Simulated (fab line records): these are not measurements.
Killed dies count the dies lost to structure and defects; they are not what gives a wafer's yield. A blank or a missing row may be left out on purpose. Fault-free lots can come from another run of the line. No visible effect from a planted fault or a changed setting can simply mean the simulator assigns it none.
What tool caused it?	flow nandHarc	39 wafers from 13 lots sampled at 6 of the route's 1159 steps

## WHAT THE GAUGES READ, wafer by wafer
NHARC_A_ZERO_WELL_INSPECT_17. Usual: rawDefectCount reads 13 (standard deviation 6.5).
lot	measured	on	rawDefectCount	flag
L855	day 6 04:37	defectInspect-01	7 10 20	
L856	day 6 14:01	defectInspect-02	8 2 6	
L857	day 7 10:40	defectInspect-02	15 16 7	
L859	day 7 19:36	defectInspect-01	6 7 7	
L862	day 8 09:38	defectInspect-02	13 18 14	
L861	day 8 10:04	defectInspect-02	8 10 5	
L863	day 8 20:28	defectInspect-02	14 8 15	
L865	day 9 07:59	defectInspect-02	12 25 11	
L866	day 10 14:46	defectInspect-01	23 28 9	
L875	day 11 07:24	defectInspect-01	12 5 7	
L874	day 11 08:26	defectInspect-01	9 15 12	
L876	day 12 00:43	defectInspect-02	12 34 28	
L878	day 12 10:33	defectInspect-02	12 3 13	

NHARC_A_ONON_D1_THK_MEAS_27: measures by ellipsometry. Usual: thkNm reads 1000 nm (standard deviation 9.5).
lot	measured	on	thkNm (nm)	flag
L855	day 8 01:03	filmMetro-02	999 998 995	
L856	day 8 01:03	filmMetro-01	989 986 988	
L857	day 8 18:57	filmMetro-02	1012 1011 1011	
L859	day 9 04:01	filmMetro-02	1023 1022 1023	
L862	day 9 19:42	filmMetro-02	1003 1001 1001	
L861	day 9 19:44	filmMetro-01	1009 1007 1009	
L863	day 10 06:49	filmMetro-02	1004 1004 1004	
L865	day 10 16:25	filmMetro-02	647 647 648 646 649 648	OFF
L866	day 11 22:41	filmMetro-01	668 670 669 670 668 670	OFF
L875	day 12 18:29	filmMetro-02	996 998 998	
L874	day 12 18:31	filmMetro-01	986 988 988	
L876	day 13 09:39	filmMetro-01	1006 1007 1006	
L878	day 13 19:32	filmMetro-02	999 1000 1001	

NHARC_END_SORT_01. Usual: killedAtArray 29, standard deviation 10; killedAtOther 0.7, standard deviation 1.1; killedAtPeriphery 3.3, standard deviation 2.4; killedDies 33, standard deviation 11; killedOpen 3.3, standard deviation 2; killedShort 1.9, standard deviation 1.3.
lot	measured	on	killedAtArray	killedAtOther	killedAtPeriphery	killedDies	killedOpen	killedShort	flag
L855	day 19 13:30	prober-02	22 11 23	0 0 1	5 5 4	27 16 28	4 3 6	2 1 2	
L856	day 19 03:10	prober-02	32 37 29	3 0 0	3 2 0	38 39 29	4 2 0	3 4 0	
L857	day 19 21:18	prober-02	27 27 28	1 0 0	2 2 5	30 29 33	3 5 2	3 1 4	
L859	day 20 17:35	prober-02	8 15 11	1 1 2	3 0 3	12 16 16	5 3 5	0 1 1	
L862	day 21 01:55	prober-01	37 43 37	0 0 0	0 3 2	37 46 39	3 4 3	2 3 0	
L861	day 21 18:52	prober-01	25 25 31	1 1 0	5 0 2	31 26 33	4 1 1	3 1 0	
L863	day 22 01:58	prober-02	33 29 26	1 0 1	4 2 3	38 31 30	4 5 2	2 2 1	
L865	day 22 01:53	prober-01	676 675 677	0 0 0	1 2 0	677 677 677	2 4 1	3 2 1	OFF
L866	day 23 22:22	prober-01	671 669 671	2 1 1	4 7 5	677 677 677	2 9 2	0 2 1	OFF
L875	day 24 21:18	prober-02	29 29 39	0 1 0	1 4 1	30 34 40	1 3 3	0 3 4	
L874	day 24 22:21	prober-01	20 8 15	0 1 1	5 1 0	25 10 16	4 2 2	2 0 2	
L876	day 25 07:47	prober-01	45 46 45	0 4 0	5 2 5	50 52 50	3 1 5	1 2 1	
L878	day 25 16:45	prober-01	35 30 38	0 0 0	1 6 1	36 36 39	3 4 2	1 3 2	

## EACH LOT AND THE TOOL THAT RAN IT (in order: tool; ch and the chambers of the sampled wafers; start)
lot	NHARC_A_ZERO_WELL_RTA_16	NHARC_A_ONON_D1_DEP_25	NHARC_A_ONON_D1_DEP_33
L855	rtpAnneal-01 ch 0, day 6 04:25	pecvdOnon-03 ch 0, day 8 00:33	pecvd-02 ch 0,2, day 8 01:43
L856	rtpAnneal-01 ch 0, day 6 13:49	pecvdOnon-02 ch 0, day 8 00:32	pecvd-03 ch 0,1,2, day 8 01:40
L857	rtpAnneal-01 ch 0, day 7 10:28	pecvdOnon-02 ch 0, day 8 18:26	pecvd-02 ch 0,2, day 8 19:34
L859	rtpAnneal-01 ch 0, day 7 19:28	pecvdOnon-03 ch 0, day 9 03:38	pecvd-02 ch 0,1,2, day 9 04:41
L862	rtpAnneal-02 ch 0, day 8 09:30	pecvdOnon-01 ch 0, day 9 19:18	pecvd-03 ch 1,2, day 9 20:22
L861	rtpAnneal-01 ch 0, day 8 09:53	pecvdOnon-03 ch 0, day 9 19:16	pecvd-04 ch 0,1,2, day 9 20:21
L863	rtpAnneal-01 ch 0, day 8 20:16	pecvdOnon-03 ch 0, day 10 06:18	pecvd-03 ch 0,1,2, day 10 07:29
L865	rtpAnneal-01 ch 0, day 9 07:47	pecvdOnon-03 ch 0, day 10 15:55	pecvd-02 ch 1,2, day 10 18:28
L866	rtpAnneal-01 ch 0, day 10 14:36	pecvdOnon-03 ch 0, day 11 22:14	pecvd-02 ch 0,1, day 12 14:14
L875	rtpAnneal-02 ch 0, day 11 07:11	pecvdOnon-01 ch 0, day 12 17:59	pecvd-04 ch 0,2, day 12 19:10
L874	rtpAnneal-01 ch 0, day 11 08:15	pecvdOnon-02 ch 0, day 12 17:59	pecvd-02 ch 0,1, day 12 19:09
L876	rtpAnneal-02 ch 0, day 12 00:34	pecvdOnon-01 ch 0, day 13 09:16	pecvd-02 ch 1,2, day 13 10:27
L878	rtpAnneal-02 ch 0, day 12 10:22	pecvdOnon-01 ch 0, day 13 19:01	pecvd-03 ch 1,2, day 13 20:22
- NHARC_A_ZERO_WELL_RTA_16: time 10 s.
- NHARC_A_ONON_D1_DEP_25: target thk 1000 nm.
- NHARC_A_ONON_D1_DEP_33: deposits SiO2, target thk 200 nm.

## WHAT THE TOOLS THEMSELVES READ (means of the sampled wafers that have a number; where no wafer has one, the mark that the record gives instead)
NHARC_A_ZERO_WELL_RTA_16. Usual: lampPowerPct 26.7 %, standard deviation 0.75; wafer_temp_C_max 1004.2, standard deviation 1.2.
lot	tool	lampPowerPct (%)	wafer_temp_C_max	flag
L855	rtpAnneal-01	27.4	1004.0	
L856	rtpAnneal-01	27.4	1004.9	
L857	rtpAnneal-01	27.5	1005.0	
L859	rtpAnneal-01	27.5	1004.5	
L862	rtpAnneal-02	25.9	1003.1	
L861	rtpAnneal-01	27.5	1004.7	
L863	rtpAnneal-01	27.5	1005.3	
L865	rtpAnneal-01	27.4	1004.4	
L866	rtpAnneal-01	27.5	1004.5	
L875	rtpAnneal-02	26.0	1003.2	
L874	rtpAnneal-01	27.5	1005.8	
L876	rtpAnneal-02	26.0	1003.3	
L878	rtpAnneal-02	25.9	1002.8	

NHARC_A_ONON_D1_DEP_25. Usual: n2FlowSccm reads 2751 sccm (standard deviation 8.7).
lot	tool	n2FlowSccm (sccm)	flag
L855	pecvdOnon-03	2752	
L856	pecvdOnon-02	2740	
L857	pecvdOnon-02	2746	
L859	pecvdOnon-03	2755	
L862	pecvdOnon-01	2750	
L861	pecvdOnon-03	2748	
L863	pecvdOnon-03	2762	
L865	pecvdOnon-03	2754	
L866	pecvdOnon-03	2753	
L875	pecvdOnon-01	2755	
L874	pecvdOnon-02	2749	
L876	pecvdOnon-01	2759	
L878	pecvdOnon-01	2739	

NHARC_A_ONON_D1_DEP_33. Usual: heaterPowerOuterW 301 W, standard deviation 57; heaterPowerW 547 W, standard deviation 85; throttleValvePct 15.9 %, standard deviation 0.61.
lot	tool	heaterPowerOuterW (W)	heaterPowerW (W)	throttleValvePct (%)	flag
L855	pecvd-02	266	548	15.8	
L856	pecvd-03	325	573	16.0	
L857	pecvd-02	321	618	16.0	
L859	pecvd-02	289	546	15.8	
L862	pecvd-03	333	570	16.4	
L861	pecvd-04	324	566	15.4	
L863	pecvd-03	312	554	16.3	
L865	pecvd-02	286	497	15.5	
L866	pecvd-02	315	587	15.9	
L875	pecvd-04	357	610	16.1	
L874	pecvd-02	335	628	15.9	
L876	pecvd-02	288	513	15.8	
L878	pecvd-03	334	596	16.0	

## THE ANSWER, worked out from the rows above alone
Rule: a lot is off if the mean of its wafers that have a number lies more than 3 standard deviations from the usual mean. Also off: a lot with no number at a reading for which 4 or more lots have one. Where the step has rows for the other lots, those lots are counted as sound. First the gauges in route order, then the tools' own readings, where a lot's mean is used as printed above. The first step at which some lot is off is used, and at that step the reading that is off furthest; a lot without a number counts as furthest.
Off: L865, L866, at NHARC_A_ONON_D1_THK_MEAS_27 (thkNm).
If a tool, at a process step before that reading, ran all the lots that are off and no sound lot after the first of them, it fits. Not tried: the gauges at NHARC_A_ONON_D1_THK_MEAS_27; whatever is off there is also off at NHARC_END_SORT_01, on other tools, and gauge error can't account for it. One fits: pecvdOnon-03 at NHARC_A_ONON_D1_DEP_25. A fault onset in the window from L863 (day 10 06:18, its last sound lot) to L865 (day 10 15:55, its first lot off) fits.

## WHAT THE SIMULATOR PUT IN
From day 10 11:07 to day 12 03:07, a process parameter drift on pecvdOnon-03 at NHARC_A_ONON_D1_DEP_25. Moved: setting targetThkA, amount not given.
Shown lots that were struck: L865, L866. This agrees with what the rule above found.
